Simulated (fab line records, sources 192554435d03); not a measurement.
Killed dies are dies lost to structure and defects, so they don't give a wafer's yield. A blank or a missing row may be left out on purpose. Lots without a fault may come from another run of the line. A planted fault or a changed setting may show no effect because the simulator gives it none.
Chamber matching | flow n5_finfet | N5_BEOL_M4_CMP_52 on cmp-02: 4 sister chambers
The step polishes, stops on SiOC, t overpolish 6.8 s, target thk 40 nm. 16 wafers are shown with their chamber, then 8 later ones without.

WAFERS WITH THEIR CHAMBER
wafer  | chamber | motor_current_A (A) | barrier_field_endpoint_s (s) | overpolish_run_s (s)
L076.1 | 0       | 6.3                 | 25.0                         | 6.803
L076.2 | 3       | 6.5                 | 25.2                         | 6.793
L076.3 | 1       | 7.0                 | 25.9                         | 6.802
L084.3 | 2       | 4.9                 | 24.2                         | 6.802
L084.5 | 1       | 6.4                 | 25.1                         | 6.801
L084.6 | 2       | 4.8                 | 24.8                         | 6.807
L087.3 | 1       | 6.4                 | 24.7                         | 6.805
L087.4 | 0       | 6.1                 | 24.3                         | 6.787
L087.5 | 2       | 4.7                 | 25.0                         | 6.813
L088.1 | 2       | 5.2                 | 24.3                         | 6.789
L088.2 | 1       | 6.3                 | 25.6                         | 6.782
L088.5 | 1       | 6.3                 | 25.3                         | 6.791
L089.2 | 2       | 4.8                 | 23.8                         | 6.815
L089.5 | 0       | 6.1                 | 24.6                         | 6.797
L089.6 | 3       | 6.0                 | 24.3                         | 6.794
L092.1 | 1       | 6.7                 | 24.9                         | 6.790

SIGNATURES (means of the wafers above)
reading                  | chamber 0 | chamber 1 | chamber 2 | chamber 3 | scatter within a chamber
motor_current_A          | 6.167     | 6.517     | 4.880     | 6.250     | 0.239
barrier_field_endpoint_s | 24.633    | 25.250    | 24.420    | 24.750    | 0.463
overpolish_run_s         | 6.79567   | 6.79517   | 6.80520   | 6.79350   | 0.00894
Rule: a wafer's distance from a chamber is the root of the sum, over the readings, of the square of ((its reading less the chamber's mean) divided by the reading's scatter). The wafer belongs to the nearest chamber; if the next one is less than 2 further off, it can't be placed. The scatter: the root of (the sum of the squares of (reading less its chamber's mean) over the shown wafers, divided by (wafers less chambers)).

WAFERS WITHOUT THEIR CHAMBER
wafer  | motor_current_A (A) | barrier_field_endpoint_s (s) | overpolish_run_s (s)
L092.2 | 6.2                 | 23.4                         | 6.797
L092.5 | 6.4                 | 23.8                         | 6.792
L094.2 | 5.8                 | 24.3                         | 6.793
L094.3 | 6.5                 | 23.9                         | 6.806
L094.4 | 4.5                 | 24.8                         | 6.792
L097.2 | 5.0                 | 23.4                         | 6.810
L097.4 | 6.2                 | 24.9                         | 6.793
L097.5 | 4.7                 | 23.1                         | 6.798

WHICH CHAMBER EACH WENT THROUGH
wafer  | from the rows above          | in truth
L092.2 | can't be placed: 0 or 3 or 1 | 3
L092.5 | can't be placed: 0 or 3 or 1 | 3
L094.2 | can't be placed: 0 or 3 or 1 | 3
L094.3 | can't be placed: 0 or 3 or 1 | 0
L094.4 | 2                            | 2
L097.2 | 2                            | 2
L097.4 | can't be placed: 3 or 0 or 1 | 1
L097.5 | 2                            | 2
Placed correctly: 3 of 8. Can't be placed from these rows: 5 (the true chamber is among the candidates in 5). Placed wrongly: 0.
